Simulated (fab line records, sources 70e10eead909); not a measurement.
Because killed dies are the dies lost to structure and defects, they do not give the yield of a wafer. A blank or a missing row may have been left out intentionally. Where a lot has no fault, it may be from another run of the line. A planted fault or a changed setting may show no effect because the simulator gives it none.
What tool caused it? || flow nand_harc || 39 wafers from 13 lots sampled at 5 of the route's 1302 steps

WHAT THE GAUGES SHOWED, per wafer
NHARC_END_SORT_01. Usual: killed_at_array 59, standard deviation 20; killed_at_other 0.8, standard deviation 1.1; killed_at_periphery 5, standard deviation 3.1; killed_dies 64, standard deviation 21; killed_open 3.4, standard deviation 1.9; killed_short 2.3, standard deviation 1.7.
{"lot": "L348", "measured": "day 26 09:52", "on": "prober-01", "killed_at_array": "64 79 78", "killed_at_other": "0 0 0", "killed_at_periphery": "3 4 0", "killed_dies": "67 83 78", "killed_open": "2 1 1", "killed_short": "2 1 1", "flag": ""}
{"lot": "L355", "measured": "day 29 17:34", "on": "prober-02", "killed_at_array": "45 43 56", "killed_at_other": "0 2 3", "killed_at_periphery": "4 4 5", "killed_dies": "49 49 64", "killed_open": "0 4 5", "killed_short": "3 3 4", "flag": ""}

EACH LOT AND THE TOOL THAT RAN IT (in order: tool; ch and the chambers of the sampled wafers; start)
{"lot": "L344", "NHARC_A_STAIRCASE_STRIP_238": "plasma_asher-01 ch 0,1, day 16 00:59", "NHARC_A_STAIRCASE_DEP_259": "pecvd-01 ch 1,2, day 16 07:46", "NHARC_A_STAIRCASE_ETCH_451": "rie_diel-04 ch 1,3, day 16 09:22", "NHARC_A_STAIRCASE_HM_DEP_459": "acl_dep-03 ch 0, day 16 12:55"}
{"lot": "L346", "NHARC_A_STAIRCASE_STRIP_238": "plasma_asher-01 ch 0,1, day 17 15:35", "NHARC_A_STAIRCASE_DEP_259": "pecvd-03 ch 1,2, day 17 21:50", "NHARC_A_STAIRCASE_ETCH_451": "rie_diel-02 ch 0,1, day 17 23:40", "NHARC_A_STAIRCASE_HM_DEP_459": "acl_dep-03 ch 0, day 18 03:46"}
{"lot": "L347", "NHARC_A_STAIRCASE_STRIP_238": "plasma_asher-01 ch 0,1, day 18 00:24", "NHARC_A_STAIRCASE_DEP_259": "pecvd-03 ch 0,1,2, day 18 04:49", "NHARC_A_STAIRCASE_ETCH_451": "rie_diel-04 ch 0,2,3, day 18 06:22", "NHARC_A_STAIRCASE_HM_DEP_459": "acl_dep-02 ch 0, day 18 08:51"}
{"lot": "L348", "NHARC_A_STAIRCASE_STRIP_238": "plasma_asher-01 ch 0,1, day 18 14:19", "NHARC_A_STAIRCASE_DEP_259": "pecvd-03 ch 0,1, day 18 18:40", "NHARC_A_STAIRCASE_ETCH_451": "rie_diel-13 ch 0,3, day 18 20:16", "NHARC_A_STAIRCASE_HM_DEP_459": "acl_dep-03 ch 0, day 18 23:23"}
{"lot": "L349", "NHARC_A_STAIRCASE_STRIP_238": "plasma_asher-02 ch 0,1, day 18 14:33", "NHARC_A_STAIRCASE_DEP_259": "pecvd-01 ch 0,1,2, day 18 20:34", "NHARC_A_STAIRCASE_ETCH_451": "rie_diel-04 ch 1,2, day 18 22:05", "NHARC_A_STAIRCASE_HM_DEP_459": "acl_dep-01 ch 0, day 19 05:04"}
{"lot": "L352", "NHARC_A_STAIRCASE_STRIP_238": "plasma_asher-01 ch 0,1, day 20 03:25", "NHARC_A_STAIRCASE_DEP_259": "pecvd-03 ch 1,2, day 20 07:44", "NHARC_A_STAIRCASE_ETCH_451": "rie_diel-02 ch 1,3, day 20 09:19", "NHARC_A_STAIRCASE_HM_DEP_459": "acl_dep-01 ch 0, day 20 12:12"}
{"lot": "L355", "NHARC_A_STAIRCASE_STRIP_238": "plasma_asher-01 ch 0,1, day 21 03:44", "NHARC_A_STAIRCASE_DEP_259": "pecvd-04 ch 1,2, day 21 10:16", "NHARC_A_STAIRCASE_ETCH_451": "rie_diel-13 ch 0,1, day 21 11:41", "NHARC_A_STAIRCASE_HM_DEP_459": "acl_dep-02 ch 0, day 21 15:02"}
{"lot": "L361", "NHARC_A_STAIRCASE_STRIP_238": "plasma_asher-01 ch 0,1, day 23 07:58", "NHARC_A_STAIRCASE_DEP_259": "pecvd-03 ch 1,2, day 23 14:51", "NHARC_A_STAIRCASE_ETCH_451": "rie_diel-13 ch 0,1,3, day 23 16:22", "NHARC_A_STAIRCASE_HM_DEP_459": "acl_dep-01 ch 0, day 23 18:52"}
{"lot": "L362", "NHARC_A_STAIRCASE_STRIP_238": "plasma_asher-01 ch 0,1, day 23 19:31", "NHARC_A_STAIRCASE_DEP_259": "pecvd-04 ch 0,1,2, day 24 00:39", "NHARC_A_STAIRCASE_ETCH_451": "rie_diel-04 ch 1,2, day 24 02:01", "NHARC_A_STAIRCASE_HM_DEP_459": "acl_dep-02 ch 0, day 24 05:05"}
{"lot": "L363", "NHARC_A_STAIRCASE_STRIP_238": "plasma_asher-01 ch 0,1, day 24 14:32", "NHARC_A_STAIRCASE_DEP_259": "pecvd-01 ch 0,2, day 24 22:06", "NHARC_A_STAIRCASE_ETCH_451": "rie_diel-13 ch 1,2,3, day 24 23:41", "NHARC_A_STAIRCASE_HM_DEP_459": "acl_dep-03 ch 0, day 25 02:34"}
{"lot": "L365", "NHARC_A_STAIRCASE_STRIP_238": "plasma_asher-02 ch 0, day 25 08:07", "NHARC_A_STAIRCASE_DEP_259": "pecvd-03 ch 0,2, day 25 13:22", "NHARC_A_STAIRCASE_ETCH_451": "rie_diel-04 ch 0,3, day 25 14:52", "NHARC_A_STAIRCASE_HM_DEP_459": "acl_dep-02 ch 0, day 25 17:42"}
{"lot": "L364", "NHARC_A_STAIRCASE_STRIP_238": "plasma_asher-01 ch 0,1, day 25 09:25", "NHARC_A_STAIRCASE_DEP_259": "pecvd-01 ch 0,1,2, day 25 13:58", "NHARC_A_STAIRCASE_ETCH_451": "rie_diel-02 ch 1,2,3, day 25 15:32", "NHARC_A_STAIRCASE_HM_DEP_459": "acl_dep-01 ch 0, day 25 18:55"}
{"lot": "L366", "NHARC_A_STAIRCASE_STRIP_238": "plasma_asher-02 ch 0,1, day 25 12:11", "NHARC_A_STAIRCASE_DEP_259": "pecvd-04 ch 0,1,2, day 25 18:20", "NHARC_A_STAIRCASE_ETCH_451": "rie_diel-13 ch 0,2, day 25 19:50", "NHARC_A_STAIRCASE_HM_DEP_459": "acl_dep-01 ch 0, day 26 01:26"}
- NHARC_A_STAIRCASE_STRIP_238: strips in O2.
- NHARC_A_STAIRCASE_DEP_259: deposits SiON, target thk 30 nm.
- NHARC_A_STAIRCASE_ETCH_451: etches the open film in CF4/O2, target depth 30 nm, overetch 3 nm, time 16.5 s.
- NHARC_A_STAIRCASE_HM_DEP_459: deposits aC, target thk 1500 nm.

AS READ BY THE TOOLS THEMSELVES (means over the sampled wafers that have a number; for cases with no such wafer, the mark the record gives instead)
NHARC_A_STAIRCASE_STRIP_238. Usual: drypump_motor_current_A 5.9 A, standard deviation 0.49; heater_power_w 314 W, standard deviation 34.
{"lot": "L344", "tool": "plasma_asher-01", "drypump_motor_current_A (A)": 6.2, "heater_power_w (W)": 303, "flag": ""}
{"lot": "L346", "tool": "plasma_asher-01", "drypump_motor_current_A (A)": 5.9, "heater_power_w (W)": 296, "flag": ""}
{"lot": "L347", "tool": "plasma_asher-01", "drypump_motor_current_A (A)": 5.9, "heater_power_w (W)": 295, "flag": ""}
{"lot": "L348", "tool": "plasma_asher-01", "drypump_motor_current_A (A)": 6.2, "heater_power_w (W)": 304, "flag": ""}
{"lot": "L349", "tool": "plasma_asher-02", "drypump_motor_current_A (A)": 5.8, "heater_power_w (W)": 348, "flag": ""}
{"lot": "L352", "tool": "plasma_asher-01", "drypump_motor_current_A (A)": 6.2, "heater_power_w (W)": 305, "flag": ""}
{"lot": "L355", "tool": "plasma_asher-01", "drypump_motor_current_A (A)": 5.9, "heater_power_w (W)": 292, "flag": ""}
{"lot": "L361", "tool": "plasma_asher-01", "drypump_motor_current_A (A)": 6.2, "heater_power_w (W)": 299, "flag": ""}
{"lot": "L362", "tool": "plasma_asher-01", "drypump_motor_current_A (A)": 5.9, "heater_power_w (W)": 280, "flag": ""}
{"lot": "L363", "tool": "plasma_asher-01", "drypump_motor_current_A (A)": 6.2, "heater_power_w (W)": 306, "flag": ""}
{"lot": "L365", "tool": "plasma_asher-02", "drypump_motor_current_A (A)": 6.1, "heater_power_w (W)": 371, "flag": ""}
{"lot": "L364", "tool": "plasma_asher-01", "drypump_motor_current_A (A)": 6.2, "heater_power_w (W)": 296, "flag": ""}
{"lot": "L366", "tool": "plasma_asher-02", "drypump_motor_current_A (A)": 5.8, "heater_power_w (W)": 362, "flag": ""}

NHARC_A_STAIRCASE_DEP_259. Usual: heater_power_w 763 W, standard deviation 97.
{"lot": "L344", "tool": "pecvd-01", "heater_power_w (W)": 731, "flag": ""}
{"lot": "L346", "tool": "pecvd-03", "heater_power_w (W)": 751, "flag": ""}
{"lot": "L347", "tool": "pecvd-03", "heater_power_w (W)": 758, "flag": ""}
{"lot": "L348", "tool": "pecvd-03", "heater_power_w (W)": 829, "flag": ""}
{"lot": "L349", "tool": "pecvd-01", "heater_power_w (W)": 801, "flag": ""}
{"lot": "L352", "tool": "pecvd-03", "heater_power_w (W)": 829, "flag": ""}
{"lot": "L355", "tool": "pecvd-04", "heater_power_w (W)": 721, "flag": ""}
{"lot": "L361", "tool": "pecvd-03", "heater_power_w (W)": 850, "flag": ""}
{"lot": "L362", "tool": "pecvd-04", "heater_power_w (W)": 718, "flag": ""}
{"lot": "L363", "tool": "pecvd-01", "heater_power_w (W)": 845, "flag": ""}
{"lot": "L365", "tool": "pecvd-03", "heater_power_w (W)": 744, "flag": ""}
{"lot": "L364", "tool": "pecvd-01", "heater_power_w (W)": 800, "flag": ""}
{"lot": "L366", "tool": "pecvd-04", "heater_power_w (W)": 702, "flag": ""}

NHARC_A_STAIRCASE_ETCH_451. Usual: for drypump_motor_current_A, 5.9 A with a standard deviation of 0.6; for oes_ar_750_au, 1.000 a.u. with a standard deviation of 0.0046; for oes_product_au, 1.004 a.u. with a standard deviation of 0.013; for rf_vpp_V, 198.1 V with a standard deviation of 1.3; for run_length_s, 37.7 s with a standard deviation of 0.4; for showerhead_plenum_p_Torr, 1.35 Torr with a standard deviation of 0.055; for throttle_valve_pct, 13.397 % with a standard deviation of 0.0089.
{"lot": "L344", "tool": "rie_diel-04", "drypump_motor_current_A (A)": 5.8, "oes_ar_750_au (a.u.)": 1.002, "oes_product_au (a.u.)": 1.003, "rf_vpp_V (V)": 200.0, "run_length_s (s)": 37.9, "showerhead_plenum_p_Torr (Torr)": 1.38, "throttle_valve_pct (%)": 13.401, "flag": ""}
{"lot": "L346", "tool": "rie_diel-02", "drypump_motor_current_A (A)": 6.6, "oes_ar_750_au (a.u.)": 0.999, "oes_product_au (a.u.)": 1.005, "rf_vpp_V (V)": 198.8, "run_length_s (s)": 37.9, "showerhead_plenum_p_Torr (Torr)": 1.37, "throttle_valve_pct (%)": 13.395, "flag": ""}
{"lot": "L347", "tool": "rie_diel-04", "drypump_motor_current_A (A)": 5.5, "oes_ar_750_au (a.u.)": 0.999, "oes_product_au (a.u.)": 1.009, "rf_vpp_V (V)": 198.2, "run_length_s (s)": 37.4, "showerhead_plenum_p_Torr (Torr)": 1.37, "throttle_valve_pct (%)": 13.399, "flag": ""}
{"lot": "L348", "tool": "rie_diel-13", "drypump_motor_current_A (A)": 5.8, "oes_ar_750_au (a.u.)": 1.000, "oes_product_au (a.u.)": 0.986, "rf_vpp_V (V)": 198.0, "run_length_s (s)": 37.9, "showerhead_plenum_p_Torr (Torr)": 1.33, "throttle_valve_pct (%)": 13.401, "flag": ""}
{"lot": "L349", "tool": "rie_diel-04", "drypump_motor_current_A (A)": 5.5, "oes_ar_750_au (a.u.)": 1.001, "oes_product_au (a.u.)": 1.003, "rf_vpp_V (V)": 197.1, "run_length_s (s)": 37.5, "showerhead_plenum_p_Torr (Torr)": 1.37, "throttle_valve_pct (%)": 13.391, "flag": ""}
{"lot": "L352", "tool": "rie_diel-02", "drypump_motor_current_A (A)": 6.7, "oes_ar_750_au (a.u.)": 1.001, "oes_product_au (a.u.)": 1.001, "rf_vpp_V (V)": 197.2, "run_length_s (s)": 38.1, "showerhead_plenum_p_Torr (Torr)": 1.30, "throttle_valve_pct (%)": 13.391, "flag": ""}
{"lot": "L355", "tool": "rie_diel-13", "drypump_motor_current_A (A)": 5.7, "oes_ar_750_au (a.u.)": 0.999, "oes_product_au (a.u.)": 1.000, "rf_vpp_V (V)": 198.6, "run_length_s (s)": 36.3, "showerhead_plenum_p_Torr (Torr)": 1.35, "throttle_valve_pct (%)": 13.399, "flag": "OFF"}
{"lot": "L361", "tool": "rie_diel-13", "drypump_motor_current_A (A)": 5.9, "oes_ar_750_au (a.u.)": 1.002, "oes_product_au (a.u.)": 0.996, "rf_vpp_V (V)": 199.0, "run_length_s (s)": 37.8, "showerhead_plenum_p_Torr (Torr)": 1.35, "throttle_valve_pct (%)": 13.401, "flag": ""}
{"lot": "L362", "tool": "rie_diel-04", "drypump_motor_current_A (A)": 5.3, "oes_ar_750_au (a.u.)": 1.000, "oes_product_au (a.u.)": 1.028, "rf_vpp_V (V)": 198.1, "run_length_s (s)": 37.1, "showerhead_plenum_p_Torr (Torr)": 1.35, "throttle_valve_pct (%)": 13.399, "flag": ""}
{"lot": "L363", "tool": "rie_diel-13", "drypump_motor_current_A (A)": 5.8, "oes_ar_750_au (a.u.)": 1.003, "oes_product_au (a.u.)": 0.996, "rf_vpp_V (V)": 197.6, "run_length_s (s)": 37.4, "showerhead_plenum_p_Torr (Torr)": 1.33, "throttle_valve_pct (%)": 13.401, "flag": ""}
{"lot": "L365", "tool": "rie_diel-04", "drypump_motor_current_A (A)": 5.7, "oes_ar_750_au (a.u.)": 1.002, "oes_product_au (a.u.)": 1.005, "rf_vpp_V (V)": 198.2, "run_length_s (s)": 37.6, "showerhead_plenum_p_Torr (Torr)": 1.37, "throttle_valve_pct (%)": 13.399, "flag": ""}
{"lot": "L364", "tool": "rie_diel-02", "drypump_motor_current_A (A)": 6.4, "oes_ar_750_au (a.u.)": 1.000, "oes_product_au (a.u.)": 0.992, "rf_vpp_V (V)": 197.7, "run_length_s (s)": 37.8, "showerhead_plenum_p_Torr (Torr)": 1.32, "throttle_valve_pct (%)": 13.394, "flag": ""}
{"lot": "L366", "tool": "rie_diel-13", "drypump_motor_current_A (A)": 5.2, "oes_ar_750_au (a.u.)": 1.001, "oes_product_au (a.u.)": 1.005, "rf_vpp_V (V)": 197.5, "run_length_s (s)": 37.4, "showerhead_plenum_p_Torr (Torr)": 1.30, "throttle_valve_pct (%)": 13.406, "flag": ""}

NHARC_A_STAIRCASE_HM_DEP_459. Usual: throttle_valve_pct 35.000 %, standard deviation 0.0091.
{"lot": "L344", "tool": "acl_dep-03", "throttle_valve_pct (%)": 34.999, "flag": ""}
{"lot": "L346", "tool": "acl_dep-03", "throttle_valve_pct (%)": 35.002, "flag": ""}
{"lot": "L347", "tool": "acl_dep-02", "throttle_valve_pct (%)": 35.001, "flag": ""}
{"lot": "L348", "tool": "acl_dep-03", "throttle_valve_pct (%)": 35.014, "flag": ""}
{"lot": "L349", "tool": "acl_dep-01", "throttle_valve_pct (%)": 34.998, "flag": ""}
{"lot": "L352", "tool": "acl_dep-01", "throttle_valve_pct (%)": 34.995, "flag": ""}
{"lot": "L355", "tool": "acl_dep-02", "throttle_valve_pct (%)": 34.999, "flag": ""}
{"lot": "L361", "tool": "acl_dep-01", "throttle_valve_pct (%)": 34.998, "flag": ""}
{"lot": "L362", "tool": "acl_dep-02", "throttle_valve_pct (%)": 35.003, "flag": ""}
{"lot": "L363", "tool": "acl_dep-03", "throttle_valve_pct (%)": 34.993, "flag": ""}
{"lot": "L365", "tool": "acl_dep-02", "throttle_valve_pct (%)": 34.993, "flag": ""}
{"lot": "L364", "tool": "acl_dep-01", "throttle_valve_pct (%)": 34.995, "flag": ""}
{"lot": "L366", "tool": "acl_dep-01", "throttle_valve_pct (%)": 34.999, "flag": ""}

THE ANSWER, worked out from the rows above alone
Rule: lot off if the mean of its wafers having a number is beyond 3 standard deviations from the usual mean. A lot without any number at a reading at which 4 lots or more have one is off too. Any other lot the step has rows for is counted as sound. The gauges are gone through in route order, then the tools' own readings, and for those a lot's mean is taken as printed above. At the first step where some lot is off, the reading lying furthest off is the one used; lots without a number count as furthest.
Off at NHARC_A_STAIRCASE_ETCH_451 (run_length_s): L355.
If a tool, at that step or one of the process steps before it, ran each lot that is off and ran no sound lot following the first of them, it fits. No candidate that was tried fits.

WHAT THE SIMULATOR PUT IN
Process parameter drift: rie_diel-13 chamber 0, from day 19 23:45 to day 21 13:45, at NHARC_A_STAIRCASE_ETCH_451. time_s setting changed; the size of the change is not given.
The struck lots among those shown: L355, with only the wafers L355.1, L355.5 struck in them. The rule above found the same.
